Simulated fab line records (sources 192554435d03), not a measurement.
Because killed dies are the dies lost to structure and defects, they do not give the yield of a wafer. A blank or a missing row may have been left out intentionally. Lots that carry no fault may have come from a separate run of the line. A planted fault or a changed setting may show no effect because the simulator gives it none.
fab line records	flow n5Finfet	part 1 of 2: steps 1 to 19 of 29
record lots=5	wafers=15	lastDay=16
route steps=1938 shown BEOL_M14@1744
lots untouched by any fault: they come from a run of this same line in which no faults occurred
startH: hours from the record's opening day to when the first of the lot's shown wafers began	waitH: time in hours since the lot's previous step	" identical to the entry in the row above	L1.1+2: a row that stands for several wafers	- no value present, or no start provided	* or withheld: withheld	< > ~ a bound
route shown NAME@n: NAME is a module with steps in the file, n the number in the route of the first one	usual: mean/standard deviation taken from wafers without a fault	same: alike in all rows	chamber/n: place in a boat	sites: readings site by site	_std_site: standard deviation across them	_edge_site: the outer-site mean with the inner-site mean subtracted	radiusMm: how far each site lies from the wafer's centre	mask NAME#n: copy n	behind: the most recent tool/chamber to have shaped the wafer	hold: why the lot was held/for how many hours/how that ended	device: the n, p or np transistor that did not switch	end of line: tests of these same wafers at the route's end	where a step has no rows: the recipe by itself	killed: the dies lost at the first sort to structure and to defects; this is not the yield of the wafer	map: a wafer's dies, marking killed ones x, the rest . and places with no die _
set.NAME: the setting as run; set.NAME@STEP: as run at that earlier step	model.NAME: the simulator's own value behind a step, which no gauge read
lots at some steps of the route; a table a step, a row a wafer
services: a tool's chamber out of use, with start hour (startH, from the record's first day; less than 0 if before it), hours out, and reason
## steps
# step N5_BEOL_M14_DEVELOP_27
# recipe developTimeS=45	rinseLiquid=diw	dry=airSpin	devTempC=21
# usual chillPlateTempC=22.98/0.11
lot.wafer	tool	chamber	startH	waitH	chillPlateTempC
L076.1	lithoTrack-03	0	-	-	23.19
L076.2	"	0	"	"	23.10
L076.4	"	0	"	"	23.05
L078.1	lithoTrack-02	0	-	-	23.00
L078.2	"	0	"	"	22.86
L078.4	"	0	"	"	22.87
L077.3	lithoTrack-02	0	-	-	22.98
L077.4	"	0	"	"	23.14
L077.5	"	0	"	"	22.93
L083.1	lithoTrack-01	0	-	-	22.95
L083.2	"	0	"	"	22.95
L083.5	"	0	"	"	22.88
L085.1	lithoTrack-02	0	-	-	23.16
L085.5	"	0	"	"	22.94
L085.6	"	0	"	"	23.09
# step N5_BEOL_M14_HARDBAKE_32
# recipe tempC=130	timeS=120
# usual chillPlateTempC=22.97/0.11	plateTempC=129.98/0.16
lot.wafer	tool	chamber	startH	waitH	chillPlateTempC	plateTempC
L076.1	lithoTrack-03	0	-	-	23.02	129.85
L076.2	"	0	"	"	23.18	129.95
L076.4	"	0	"	"	23.18	129.86
L078.1	lithoTrack-02	0	-	-	22.88	129.94
L078.2	"	0	"	"	22.74	129.90
L078.4	"	0	"	"	22.95	129.98
L077.3	lithoTrack-02	0	-	-	22.92	129.66
L077.4	"	0	"	"	22.82	129.79
L077.5	"	0	"	"	22.92	129.69
L083.1	lithoTrack-01	0	-	-	23.01	130.19
L083.2	"	0	"	"	22.94	130.19
L083.5	"	0	"	"	23.04	130.35
L085.1	lithoTrack-02	0	-	-	22.96	129.96
L085.5	"	0	"	"	23.04	129.93
L085.6	"	0	"	"	22.93	130.03
# step N5_BEOL_M14_CD_MEAS_28
# recipe targetCdNm=284.4	landingEnergyEv=500	detector=seInlens
# usual cdNm=284.8/1.6
lot.wafer	tool	chamber	startH	waitH	cdNm
L076.1	cdSem-03	0	266.62	-	283.5
L076.2	"	0	"	"	282.2
L076.4	"	0	"	"	284.1
L078.1	cdSem-02	0	268.96	-	283.6
L078.2	"	0	"	"	284.2
L078.4	"	0	"	"	284.4
L077.3	cdSem-03	0	269.13	-	283.5
L077.4	"	0	"	"	285.3
L077.5	"	0	"	"	287.6
L083.1	cdSem-01	0	317.20	-	283.9
L083.2	"	0	"	"	284.0
L083.5	"	0	"	"	283.9
L085.1	cdSem-02	0	346.74	-	284.3
L085.5	"	0	"	"	282.6
L085.6	"	0	"	"	284.5
# step N5_BEOL_M14_OVL_MEAS_29
# recipe pointsPerWafer=44
# usual M14_OVL=0/5.3
lot.wafer	tool	chamber	startH	waitH	M14_OVL[nm]
L076.1	overlay-01	0	266.65	0.0	0
L076.2	"	0	"	"	1
L076.4	"	0	"	"	-3
L078.1	overlay-01	0	268.99	0.0	9
L078.2	"	0	"	"	4
L078.4	"	0	"	"	5
L077.3	overlay-01	0	269.15	0.0	0
L077.4	"	0	"	"	-2
L077.5	"	0	"	"	-2
L083.1	overlay-02	0	317.23	0.0	-4
L083.2	"	0	"	"	-3
L083.5	"	0	"	"	-5
L085.1	overlay-02	0	346.77	0.0	4
L085.5	"	0	"	"	5
L085.6	"	0	"	"	10
# step N5_BEOL_M14_INSPECT_30
# recipe mode=adi	inspectInstrument=macro
# usual rawDefectCount=1.9/1.2
lot.wafer	tool	chamber	startH	waitH	rawDefectCount
L076.1	defectInspect-01	-	266.67	0.0	2
L076.2	"	-	"	"	0
L076.4	"	-	"	"	1
L078.1	defectInspect-01	-	269.02	0.0	2
L078.2	"	-	"	"	4
L078.4	"	-	"	"	1
L077.3	defectInspect-02	-	269.18	0.0	3
L077.4	"	-	"	"	0
L077.5	"	-	"	"	3
L083.1	defectInspect-01	-	317.26	0.0	1
L083.2	"	-	"	"	2
L083.5	"	-	"	"	1
L085.1	defectInspect-02	-	346.80	0.0	2
L085.5	"	-	"	"	2
L085.6	"	-	"	"	2
# step N5_BEOL_M14_DESCUM_33
# recipe chemistry=O2	timeS=7.9	sourcePowerW=50	biasPowerW=20	pressureMtorr=20	rfFrequencyHz=2.712e+07	tempC=40	o2FlowSccm=225
# usual biasPowerW=20.01/0.054	drypumpMotorCurrentA=5.6/0.49	oesProductAu=0.77/0.056	rfVppV=242.8/1.4	showerheadPlenumPTorr=2.06/0.076	throttleValvePct=20.41/0.12
lot.wafer	tool	chamber	startH	waitH	biasPowerW	drypumpMotorCurrentA	oesProductAu	rfHoursCounterH	rfVppV	showerheadPlenumPTorr	throttleValvePct
L076.1	rieDiel-02	3	266.71	0.0	20.01	5.9	0.73	168	245.7	2.18	20.18
L076.2	"	0	"	"	19.99	5.2	0.69	226	242.3	2.05	20.44
L076.4	"	2	"	"	20.08	5.7	0.84	78	243.0	2.01	20.45
L078.1	rieDiel-02	2	269.12	0.1	20.00	5.7	0.84	79	241.0	2.01	20.44
L078.2	"	0	"	"	20.07	5.2	0.68	227	241.8	2.05	20.44
L078.4	"	3	"	"	20.02	5.9	0.74	169	244.3	2.18	20.19
L077.3	rieDiel-01	1	269.21	0.0	19.95	5.0	0.88	32	245.2	2.24	20.49
L077.4	"	3	"	"	19.99	6.2	0.75	149	242.4	2.01	20.44
L077.5	"	3	"	"	20.07	6.2	0.75	-	242.8	2.01	20.43
L083.1	rieDiel-04	1	317.29	0.0	19.94	5.4	0.72	184	242.4	1.99	20.53
L083.2	"	3	"	"	19.96	5.5	0.80	94	242.7	2.11	20.45
L083.5	"	3	"	"	20.06	5.5	0.79	-	243.1	2.11	20.44
L085.1	rieDiel-02	2	346.84	0.0	20.03	5.7	0.82	102	242.0	2.00	20.48
L085.5	"	2	"	"	19.94	5.7	0.82	-	242.3	2.00	20.47
L085.6	"	1	"	"	20.11	6.2	0.71	-	241.0	1.97	20.48
# step N5_BEOL_M14_ETCH_67
# recipe chemistry=CF4	target=SiARC	targetDepthA=1430	timeS=238.3	ionEnergyEv=80	pressureMtorr=40	sourceW=545	biasW=36	Ar_flow_sccm=100	cf4FlowSccm=100	ends=cleared
# usual biasW=36.01/0.1	drypumpMotorCurrentA=5.6/0.49	etchRfOnTimeS=239/4	oesProductAu=0.66/0.049	rfVppV=183.8/1.1	showerheadPlenumPTorr=2.12/0.063	throttleValvePct=15.64/0.14
lot.wafer	tool	chamber	startH	waitH	biasW	drypumpMotorCurrentA	etchRfOnTimeS	oesProductAu	rfHoursCounterH	rfVppV	showerheadPlenumPTorr	throttleValvePct
L076.1	rieDiel-02	3	266.74	0.0	36.04	5.9	241	0.63	168	185.8	2.22	15.38
L076.2	"	0	"	"	36.09	5.2	246	0.58	226	183.2	2.12	15.83
L076.4	"	2	"	"	36.02	5.7	235	0.71	78	184.3	2.09	15.75
L078.1	rieDiel-02	2	269.15	0.0	36.09	5.7	235	0.71	79	184.0	2.09	15.75
L078.2	"	0	"	"	35.98	5.2	244	0.58	227	183.5	2.12	15.81
L078.4	"	3	"	"	36.05	5.9	241	0.62	169	185.9	2.22	15.39
L077.3	rieDiel-01	1	269.25	0.0	36.07	5.0	235	0.74	32	185.9	2.26	15.45
L077.4	"	3	"	"	36.02	6.2	246	0.63	149	184.9	2.06	15.58
L077.5	"	3	"	"	36.00	6.2	245	0.63	-	183.2	2.06	15.58
L083.1	rieDiel-04	1	317.33	0.0	35.98	5.4	234	0.63	184	183.1	2.05	15.68
L083.2	"	3	"	"	36.02	5.5	241	0.68	94	183.3	2.17	15.66
L083.5	"	3	"	"	36.18	5.5	241	0.67	-	182.6	2.17	15.64
L085.1	rieDiel-02	2	346.87	0.0	36.06	5.7	234	0.70	102	184.6	2.08	15.78
L085.5	"	2	"	"	36.00	5.7	235	0.70	-	183.1	2.08	15.77
L085.6	"	1	"	"	36.05	6.2	241	0.61	-	181.2	2.04	15.84
# step N5_BEOL_M14_ETCH_68
# recipe chemistry=N2/H2	target=SOC	maskMaterial=SiARC	sourceW=3000	biasW=350	tempC=40	timeS=450	ionEnergyEv=200	pressureMtorr=30	n2FlowSccm=200	h2FlowSccm=200
# usual biasW=349.9/0.89	drypumpMotorCurrentA=5.6/0.49	oesProductAu=0.77/0.056	rfVppV=522.9/2.4	showerheadPlenumPTorr=2.51/0.082	throttleValvePct=17.77/0.2
lot.wafer	tool	chamber	startH	waitH	biasW	drypumpMotorCurrentA	oesProductAu	rfHoursCounterH	rfVppV	showerheadPlenumPTorr	throttleValvePct
L076.1	rieDiel-02	3	266.89	0.1	349.6	5.9	0.73	168	526.2	2.65	17.52
L076.2	"	0	"	"	351.1	5.2	0.68	226	523.1	2.51	17.99
L076.4	"	2	"	"	350.4	5.7	0.84	78	520.9	2.48	18.17
L078.1	rieDiel-02	2	269.30	0.1	350.7	5.7	0.84	79	521.4	2.48	18.17
L078.2	"	0	"	"	350.1	5.2	0.68	227	523.4	2.51	17.98
L078.4	"	3	"	"	351.4	5.9	0.72	169	526.4	2.65	17.51
L077.3	rieDiel-01	1	269.39	0.1	350.1	5.1	0.87	33	528.3	2.69	17.61
L077.4	"	3	"	"	349.3	6.2	0.76	149	520.4	2.44	17.72
L077.5	"	3	"	"	349.8	6.2	0.75	-	519.8	2.44	17.74
L083.1	rieDiel-04	1	317.47	0.1	349.7	5.4	0.73	184	518.5	2.44	18.12
L083.2	"	3	"	"	348.2	5.5	0.80	94	524.1	2.55	17.62
L083.5	"	3	"	"	348.7	5.5	0.79	-	524.8	2.55	17.61
L085.1	rieDiel-02	2	347.02	0.1	350.1	5.7	0.81	102	522.7	2.47	18.20
L085.5	"	2	"	"	348.4	5.7	0.82	-	522.3	2.47	18.19
L085.6	"	1	"	"	349.5	6.2	0.71	-	520.9	2.40	17.78
# step N5_BEOL_M14_STRIP_69
# recipe chemistry=N2/H2	tempC=40	n2FlowSccm=200	h2FlowSccm=200	rfFrequencyHz=6e+07
lot.wafer	tool	chamber	startH	waitH
L076.1+2+4	rieDiel-02	3,0,2	267.15	0.1
L078.1+2+4	rieDiel-02	2,0,3	269.56	0.1
L077.3+4+5	rieDiel-01	1,3,3	269.66	0.1
L083.1+2+5	rieDiel-04	1,3,3	317.74	0.1
L085.1+5+6	rieDiel-02	2,2,1	347.28	0.1
# step N5_BEOL_M14_TRENCH_ETCH_34
# recipe chemistry=C4F8/O2/Ar	target=SiO2	targetDepthA=5566.5	maskMaterial=SOC	heInnerTorr=15	heOuterTorr=30	timeS=126.9	ionEnergyEv=800	pressureMtorr=20	sourceW=1905	biasW=2040	Ar_flow_sccm=400	C4F8_flow_sccm=16	O2_flow_sccm=12
# usual biasW=2040/6.5	drypumpMotorCurrentA=5.6/0.49	oes_f_703_au=0.76/0.055	oesProductAu=0.77/0.056	rfVppV=2222/38	showerheadPlenumPTorr=3.40/0.11	throttleValvePct=30.97/0.17
lot.wafer	tool	chamber	startH	waitH	biasW	drypumpMotorCurrentA	oes_f_703_au	oesProductAu	rfHoursCounterH	rfVppV	showerheadPlenumPTorr	throttleValvePct
L076.1	rieDiel-02	3	267.16	0.0	2038	5.9	0.73	0.72	168	2272	3.58	30.64
L076.2	"	0	"	"	2044	5.2	0.67	0.68	226	2224	3.41	31.05
L076.4	"	2	"	"	2046	5.7	0.83	0.84	78	2140	3.36	31.26
L078.1	rieDiel-02	2	269.57	0.0	2033	5.7	0.83	0.85	79	2140	3.36	31.27
L078.2	"	0	"	"	2035	5.2	0.68	0.68	227	2225	3.41	31.06
L078.4	"	3	"	"	2030	5.9	0.73	0.73	169	2271	3.58	30.66
L077.3	rieDiel-01	1	269.67	0.0	2042	5.0	0.88	0.87	33	2241	3.63	30.89
L077.4	"	3	"	"	2041	6.2	0.73	0.73	149	2265	3.32	30.91
L077.5	"	3	"	"	2038	6.2	0.72	0.73	-	2266	3.32	30.92
L083.1	rieDiel-04	1	317.75	0.0	2040	5.4	0.74	0.73	184	2194	3.28	31.05
L083.2	"	3	"	"	2047	5.5	0.78	0.78	94	2253	3.50	31.14
L083.5	"	3	"	"	2046	5.5	0.77	0.78	-	2252	3.50	31.15
L085.1	rieDiel-02	2	347.29	0.0	2056	5.7	0.81	0.80	102	2139	3.34	31.27
L085.5	"	2	"	"	2044	5.7	0.80	0.82	-	2139	3.34	31.31
L085.6	"	1	"	"	2046	6.1	0.71	0.71	-	2194	3.28	31.01
# step N5_BEOL_M14_STRIP_70
# recipe chemistry=C4F8/O2/Ar	resist=SiARC	rfFrequencyHz=6e+07
lot.wafer	tool	chamber	startH	waitH
L076.1+2+4	rieDiel-02	3,0,2	267.28	0.1
L078.1+2+4	rieDiel-02	2,0,3	269.69	0.1
L077.3+4+5	rieDiel-01	1,3,3	269.78	0.1
L083.1+2+5	rieDiel-04	1,3,3	317.86	0.1
L085.1+5+6	rieDiel-02	2,2,1	347.41	0.1
# step N5_BEOL_M14_OCD_MEAS_35
# usual trenchDepthNm=552/9.3
lot.wafer	tool	chamber	startH	waitH	trenchDepthNm
L076.1	ocd-01	-	267.32	0.0	546
L076.2	"	-	"	"	540
L076.4	"	-	"	"	568
L078.1	ocd-02	-	269.73	0.0	576
L078.2	"	-	"	"	540
L078.4	"	-	"	"	553
L077.3	ocd-01	-	269.82	0.0	566
L077.4	"	-	"	"	537
L077.5	"	-	"	"	539
L083.1	ocd-01	-	317.90	0.0	548
L083.2	"	-	"	"	544
L083.5	"	-	"	"	548
L085.1	ocd-02	-	347.45	0.0	564
L085.5	"	-	"	"	564
L085.6	"	-	"	"	547
# step N5_BEOL_M14_STRIP_37
# recipe chemistry=O2	powerW=600	tempC=60	pressureMtorr=30	rfFrequencyHz=6e+07	biasPowerW=0	overashFraction=0.3	o2FlowSccm=225
# usual drypumpMotorCurrentA=5.7/0.47	oesProductAu=0.77/0.058	rfVppV=3.6/0.96	showerheadPlenumPTorr=2.07/0.079	throttleValvePct=16.67/0.12
# same biasPowerW=0
lot.wafer	tool	chamber	startH	waitH	drypumpMotorCurrentA	oesProductAu	rfHoursCounterH	rfVppV	showerheadPlenumPTorr	throttleValvePct
L076.1	rieDiel-01	0	267.96	0.6	6.2	0.80	99	1.3	2.02	16.66
L076.2	"	1	"	"	5.0	0.87	32	4.5	2.25	16.65
L076.4	"	2	"	"	5.6	0.75	153	3.0	2.10	16.72
L078.1	rieDiel-01	3	270.61	0.9	6.2	0.76	150	3.0	2.02	16.71
L078.2	"	0	"	"	6.2	0.80	101	2.6	2.02	16.64
L078.4	"	2	"	"	5.6	0.75	154	2.6	2.10	16.75
L077.3	rieDiel-01	2	270.80	1.0	5.6	0.75	154	3.8	2.10	16.70
L077.4	"	3	"	"	6.2	0.75	150	5.2	2.02	16.69
L077.5	"	2	"	"	5.6	0.74	-	3.3	2.10	16.74
L083.1	rieDiel-04	3	331.89	14.0	5.5	0.81	98	3.5	2.12	16.71
L083.2	"	2	"	"	4.7	0.82	97	3.8	2.11	16.47
L083.5	"	2	"	"	4.7	0.81	-	3.8	2.11	16.48
L085.1	rieDiel-02	0	350.33	2.9	5.2	0.65	249	3.1	2.05	16.82
L085.5	"	2	"	"	5.7	0.82	-	2.9	2.01	16.75
L085.6	"	3	"	"	5.9	0.71	-	1.9	2.18	16.50
# step N5_BEOL_M14_ETCH_38
# recipe chemistry=CF4/N2	target=SiCN	targetDepthA=1065	taperDeg=2	timeS=120.6	ionEnergyEv=150	maskMaterial=SiO2	pressureMtorr=40	sourceW=430	biasW=70	Ar_flow_sccm=100	cf4FlowSccm=60	n2FlowSccm=60
# usual biasW=70.02/0.21	drypumpMotorCurrentA=5.7/0.47	oesProductAu=0.76/0.06	rfVppV=381.7/2	showerheadPlenumPTorr=2.18/0.07	throttleValvePct=15.48/0.14
lot.wafer	tool	chamber	startH	waitH	biasW	drypumpMotorCurrentA	oesProductAu	rfHoursCounterH	rfVppV	showerheadPlenumPTorr	throttleValvePct
L076.1	rieDiel-01	0	-	-	69.96	6.2	0.81	99	381.5	2.14	15.50
L076.2	"	1	"	"	70.11	5.0	0.88	32	384.0	2.33	15.29
L076.4	"	2	"	"	69.81	5.6	0.74	153	382.0	2.21	15.46
L078.1	rieDiel-01	3	-	-	69.91	6.2	0.74	150	380.8	2.12	15.43
L078.2	"	0	"	"	69.63	6.2	0.80	101	381.4	2.14	15.51
L078.4	"	2	"	"	70.01	5.6	0.73	154	383.1	2.21	15.46
L077.3	rieDiel-01	2	-	-	70.14	5.6	0.73	154	382.6	2.21	15.47
L077.4	"	3	"	"	70.10	6.2	0.74	150	381.0	2.12	15.44
L077.5	"	2	"	"	70.31	5.6	0.74	-	381.8	2.21	15.46
L083.1	rieDiel-04	3	-	-	69.71	5.5	0.80	98	382.5	2.23	15.46
L083.2	"	2	"	"	70.26	4.7	0.82	97	381.7	2.22	15.28
L083.5	"	2	"	"	70.00	4.7	0.81	-	383.5	2.22	15.27
L085.1	rieDiel-02	0	-	-	70.21	5.2	0.65	249	381.2	2.18	15.71
L085.5	"	2	"	"	70.03	5.7	0.81	-	380.2	2.14	15.64
L085.6	"	3	"	"	70.44	5.9	0.71	-	384.3	2.28	15.26
# step N5_BEOL_M14_PRECLEAN_39
# recipe chemistry=residueRemover	timeS=60	tempC=40
lot.wafer	tool	chamber	startH	waitH
L076.1+2+4	wetBench-01	2,1,3	268.15	-
L078.1+2+4	wetBench-01	2,7,3	270.80	-
L077.3+4+5	wetBench-01	5,4,3	271.00	-
L083.1+2+5	wetBench-01	2,0,6	332.08	-
L085.1+5+6	wetBench-04	6,7,5	350.52	-
# step N5_BEOL_M14_SRD_40
# recipe timeS=30	tempC=23	rinseLiquid=diw	dry=n2Spin	spinRpm=1500	dryTimeS=30
# usual doSupplyPpb=10.01/0.1
lot.wafer	tool	chamber	startH	waitH	doSupplyPpb
L076.1	wetBench-01	2	268.17	0.0	9.83
L076.2	"	1	"	"	10.06
L076.4	"	3	"	"	10.18
L078.1	wetBench-01	2	270.82	0.0	9.98
L078.2	"	7	"	"	9.99
L078.4	"	3	"	"	10.06
L077.3	wetBench-01	5	271.02	0.0	9.86
L077.4	"	4	"	"	10.11
L077.5	"	3	"	"	10.02
L083.1	wetBench-01	2	332.10	0.0	10.02
L083.2	"	0	"	"	10.04
L083.5	"	6	"	"	10.02
L085.1	wetBench-04	6	350.54	0.0	10.00
L085.5	"	7	"	"	9.99
L085.6	"	5	"	"	10.06
# step N5_BEOL_M14_DEGAS_41
# recipe ambient=vacuum	tempC=300	timeS=60
# usual heaterPowerW=454/41
lot.wafer	tool	chamber	startH	waitH	heaterPowerW
L076.1	pvdSputter-02	-	268.42	0.2	461
L076.2	"	-	"	"	466
L076.4	"	-	"	"	428
L078.1	pvdSputter-02	-	271.16	0.3	486
L078.2	"	-	"	"	454
L078.4	"	-	"	"	437
L077.3	pvdSputter-03	-	271.25	0.2	414
L077.4	"	-	"	"	443
L077.5	"	-	"	"	426
L083.1	pvdSputter-02	-	332.57	0.4	467
L083.2	"	-	"	"	429
L083.5	"	-	"	"	473
L085.1	pvdSputter-02	-	353.34	2.8	402
L085.5	"	-	"	"	395
L085.6	"	-	"	"	481
# step N5_BEOL_M14_PRE_CLEAN_42
# recipe gas=H2/He	timeS=30	tempC=300
# usual heaterPowerW=455/42
lot.wafer	tool	chamber	startH	waitH	heaterPowerW
L076.1	pvdSputter-02	-	268.46	0.0	452
L076.2	"	-	"	"	490
L076.4	"	-	"	"	438
L078.1	pvdSputter-02	-	271.20	0.0	477
L078.2	"	-	"	"	464
L078.4	"	-	"	"	440
L077.3	pvdSputter-03	-	271.29	0.0	421
L077.4	"	-	"	"	449
L077.5	"	-	"	"	430
L083.1	pvdSputter-02	-	332.61	0.0	470
L083.2	"	-	"	"	446
L083.5	"	-	"	"	467
L085.1	pvdSputter-02	-	353.38	0.0	394
L085.5	"	-	"	"	399
L085.6	"	-	"	"	474
# step N5_BEOL_M14_SPUTTER_43
# recipe material=TaN	targetThkA=150	tempC=50	biasV=168.6	powerW=15000	chamberPressurePa=0.12	timeS=24.19
# usual throttleValvePct=30.1/0.94
lot.wafer	tool	chamber	startH	waitH	throttleValvePct
L076.1	pvdSputter-02	-	268.50	0.0	29.4
L076.2	"	-	"	"	30.6
L076.4	"	-	"	"	31.7
L078.1	pvdSputter-02	-	271.24	0.0	30.7
L078.2	"	-	"	"	29.4
L078.4	"	-	"	"	31.7
L077.3	pvdSputter-03	-	271.33	0.0	30.2
L077.4	"	-	"	"	28.0
L077.5	"	-	"	"	30.4
L083.1	pvdSputter-02	-	332.65	0.0	29.5
L083.2	"	-	"	"	31.8
L083.5	"	-	"	"	30.5
L085.1	pvdSputter-02	-	353.42	0.0	30.2
L085.5	"	-	"	"	30.2
L085.6	"	-	"	"	30.7
